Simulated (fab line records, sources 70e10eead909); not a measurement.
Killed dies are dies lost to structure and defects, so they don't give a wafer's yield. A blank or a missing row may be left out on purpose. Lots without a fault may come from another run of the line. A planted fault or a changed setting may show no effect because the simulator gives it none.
Which tool did it? | flow nand_harc | 12 lots, 34 wafers sampled, at 5 steps of a route of 1302

WHAT THE GAUGES READ, wafer by wafer
NHARC_P_M2_INSPECT_27.
lot  | measured     | on                | raw_defect_count
L236 | day 6 11:31  | defect_inspect-01 | 304 397 460
L237 | day 7 02:14  | defect_inspect-01 | 280 285 298
L239 | day 7 20:02  | defect_inspect-02 | 433 360 381
L240 | day 7 23:02  | defect_inspect-02 | 403 343 435
L244 | day 9 23:45  | defect_inspect-02 | 526 388 413
L245 | day 10 02:51 | defect_inspect-01 | 253 426 199
L247 | day 11 03:08 | defect_inspect-01 | 248 312 390
L250 | day 12 15:40 | defect_inspect-01 | 219 231 467
L252 | day 13 10:46 | defect_inspect-01 | 402 375
L254 | day 14 10:23 | defect_inspect-01 | 447 360
L258 | day 15 15:41 | defect_inspect-02 | 221 223 253
L259 | day 16 03:20 | defect_inspect-01 | 480 400 518

NHARC_P_BONDPAD_THK_MEAS_20: measures by xrf.
lot  | measured     | on            | thk_nm (nm)
L236 | day 6 15:54  | film_metro-01 | 158.1 160.0 157.3
L237 | day 7 06:53  | film_metro-01 | 161.0 162.2 161.0
L239 | day 8 00:14  | film_metro-02 | 161.6 161.8 162.9
L240 | day 8 03:28  | film_metro-02 | 159.7 160.9 160.8
L244 | day 10 04:24 | film_metro-02 | 158.2 160.1 159.9
L245 | day 10 07:36 | film_metro-01 | 159.0 161.0 163.2
L247 | day 11 07:29 | film_metro-02 | 162.6 165.0 160.5
L250 | day 12 20:03 | film_metro-02 | 160.3 161.4 160.8
L252 | day 13 15:17 | film_metro-02 | 159.7 159.6
L254 | day 14 14:59 | film_metro-01 | 159.1 158.5
L258 | day 15 20:01 | film_metro-02 | 159.6 161.6 159.3
L259 | day 16 07:51 | film_metro-02 | 158.5 159.9 160.3

NHARC_END_SORT_01.
lot  | measured     | on        | defect_limited_yield (%) | killed_at_array | killed_at_other | killed_at_periphery | killed_dies | killed_open | killed_short
L236 | day 24 14:13 | prober-02 | 90 89 89                 | 58 60 63        | 2 2 2           | 9 10 11             | 69 72 76    | 4 3 5       | 3 0 0
L239 | day 25 12:42 | prober-02 | 95 96 96                 | 22 23 19        | 0 0 0           | 11 4 5              | 33 27 24    | 5 7 4       | 1 5 1

WHICH TOOL RAN EACH LOT (tool, then ch and the chambers of the sampled wafers, then the start)
lot  | NHARC_P_BONDPAD_ETCH_12                       | NHARC_P_BONDPAD_ETCH_24
L236 | rie_diel-12 ch 0,1,3, day 6 14:07 or earlier  | rie_diel-01 ch 2,3, day 6 14:07
L237 | rie_diel-12 ch 0,2,3, day 7 04:46 or earlier  | rie_diel-10 ch 0,1,3, day 7 04:46
L239 | rie_diel-12 ch 0,3, day 7 22:26 or earlier    | rie_diel-01 ch 1,3, day 7 22:26
L240 | rie_diel-10 ch 1,2,3, day 8 01:40 or earlier  | rie_diel-01 ch 1,2,3, day 8 01:40
L244 | rie_diel-01 ch 2,3, day 10 02:21 or earlier   | rie_diel-12 ch 1,2, day 10 02:21
L245 | rie_diel-10 ch 0,1,2, day 10 05:34 or earlier | rie_diel-12 ch 0,1,3, day 10 05:34
L247 | rie_diel-12 ch 1,3, day 11 05:40 or earlier   | rie_diel-01 ch 0,2,3, day 11 05:40
L250 | rie_diel-01 ch 2,3, day 12 18:15 or earlier   | rie_diel-01 ch 2,3, day 12 18:15
L252 | rie_diel-12 ch 1,2, day 13 13:30 or earlier   | rie_diel-01 ch 1, day 13 13:30
L254 | rie_diel-12 ch 0,1, day 14 13:11 or earlier   | rie_diel-01 ch 0, day 14 13:11
L258 | rie_diel-01 ch 1,3, day 15 18:13 or earlier   | rie_diel-12 ch 0,1,3, day 15 18:13
L259 | rie_diel-01 ch 0,1,2, day 16 06:03 or earlier | rie_diel-10 ch 0,1, day 16 06:03
- NHARC_P_BONDPAD_ETCH_12: etches the open film in CHF3/O2, target depth 200 nm, time 100 s.
- NHARC_P_BONDPAD_ETCH_24: etches the open film in CF4/N2, target depth 30 nm, time 72.99 s.

WHAT THE TOOLS THEMSELVES READ (means of the sampled wafers that have a number; where no wafer has one, the mark that the record gives instead)
NHARC_P_BONDPAD_ETCH_12.
lot  | tool        | chf3_flow_sccm (sccm) | drypump_motor_current_A (A) | oes_product_au (a.u.) | rf_vpp_V (V) | run_length_s (s) | showerhead_plenum_p_Torr (Torr) | throttle_valve_pct (%)
L236 | rie_diel-12 | 49.88                 | 5.7                         | 0.925                 | 373.0        | 120.9            | 2.49                            | 20.579
L237 | rie_diel-12 | 49.92                 | 6.0                         | 0.927                 | 373.4        | 121.3            | 2.53                            | 20.576
L239 | rie_diel-12 | 49.93                 | 5.7                         | 0.923                 | 372.2        | 121.0            | 2.49                            | 20.567
L240 | rie_diel-10 | 49.98                 | 5.7                         | 0.928                 | 371.8        | 121.7            | 2.48                            | 20.575
L244 | rie_diel-01 | 50.07                 | 5.6                         | 0.970                 | 371.6        | 121.9            | 2.46                            | 20.578
L245 | rie_diel-10 | 50.05                 | 5.6                         | 0.981                 | 371.3        | 121.6            | 2.44                            | 20.579
L247 | rie_diel-12 | 49.92                 | 5.7                         | 0.962                 | 371.8        | 120.9            | 2.45                            | 20.572
L250 | rie_diel-01 | 49.74                 | 5.4                         | 0.967                 | 369.3        | 121.7            | 2.35                            | 20.568
L252 | rie_diel-12 | 50.02                 | 6.2                         | 0.939                 | 372.4        | 121.8            | 2.50                            | 20.572
L254 | rie_diel-12 | 50.00                 | 5.6                         | 0.968                 | 373.1        | 120.7            | 2.52                            | 20.563
L258 | rie_diel-01 | 50.13                 | 5.2                         | 0.930                 | 368.4        | 121.2            | 2.29                            | 20.559
L259 | rie_diel-01 | 49.98                 | 5.8                         | 0.949                 | 371.4        | 121.5            | 2.44                            | 20.576

NHARC_P_BONDPAD_ETCH_24.
lot  | tool        | drypump_motor_current_A (A) | oes_product_au (a.u.) | rf_vpp_V (V) | run_length_s (s) | showerhead_plenum_p_Torr (Torr) | throttle_valve_pct (%)
L236 | rie_diel-01 | 5.4                         | 0.991                 | 313.3        | 94.7             | 2.57                            | 19.799
L237 | rie_diel-10 | 5.7                         | 1.013                 | 314.6        | 94.5             | 2.64                            | 19.797
L239 | rie_diel-01 | 5.2                         | 1.009                 | 311.2        | 94.5             | 2.50                            | 19.796
L240 | rie_diel-01 | 5.5                         | 0.992                 | 314.1        | 94.9             | 2.61                            | 19.792
L244 | rie_diel-12 | 6.3                         | 1.001                 | 316.2        | 94.7             | 2.76                            | 19.789
L245 | rie_diel-12 | 5.7                         | 0.999                 | 315.7        | 94.0             | 2.72                            | 19.796
L247 | rie_diel-01 | 5.6                         | 1.003                 | 314.5        | 94.7             | 2.63                            | 19.796
L250 | rie_diel-01 | 5.6                         | 0.987                 | 314.3        | 95.2             | 2.69                            | 19.796
L252 | rie_diel-01 | 5.5                         | 0.995                 | 313.8        | 98.4             | 2.58                            | 19.799
L254 | rie_diel-01 | 5.9                         | 0.997                 | 314.5        | 98.8             | 2.63                            | 19.803
L258 | rie_diel-12 | 5.7                         | 1.007                 | 315.0        | 94.0             | 2.72                            | 19.807
L259 | rie_diel-10 | 5.6                         | 0.991                 | 314.3        | 94.6             | 2.60                            | 19.793

THE ANSWER, worked out from the rows above alone
Rule: what is usual is taken from the lots themselves. Put in order of their means at a reading, lots are off if they are a third of the lots or fewer, leave a main group of 4 or more, and stand apart from it by a gap of 3 or more times the standard deviation of the main group's means; of several such gaps the widest counts. A main group whose means are all the same, to the digits that the tables above print for the reading, isn't used. A lot without any number at a reading at which 4 lots or more have one is off too. The other lots that the step has rows for count as sound. The gauges are gone through in route order, then the tools' own readings, and for those a lot's mean is taken as printed above. The first step at which some lot is off is used, and at that step the reading that is off furthest; a lot without a number counts as furthest.
Off: L252, L254, at NHARC_P_BONDPAD_ETCH_24 (run_length_s). The main group: mean 94.6 s, standard deviation 0.35.
A tool fits if, at that step or a process step before it, it ran every lot that is off, and no sound lot after the first of them. NHARC_P_BONDPAD_ETCH_12 gives no start for some lots, so the hours and the order of its lots are those of NHARC_P_BONDPAD_ETCH_24. Can't be told from this: 2 tools fit, rie_diel-12 at NHARC_P_BONDPAD_ETCH_12, rie_diel-01 at NHARC_P_BONDPAD_ETCH_24.

WHAT THE SIMULATOR HAD PUT IN
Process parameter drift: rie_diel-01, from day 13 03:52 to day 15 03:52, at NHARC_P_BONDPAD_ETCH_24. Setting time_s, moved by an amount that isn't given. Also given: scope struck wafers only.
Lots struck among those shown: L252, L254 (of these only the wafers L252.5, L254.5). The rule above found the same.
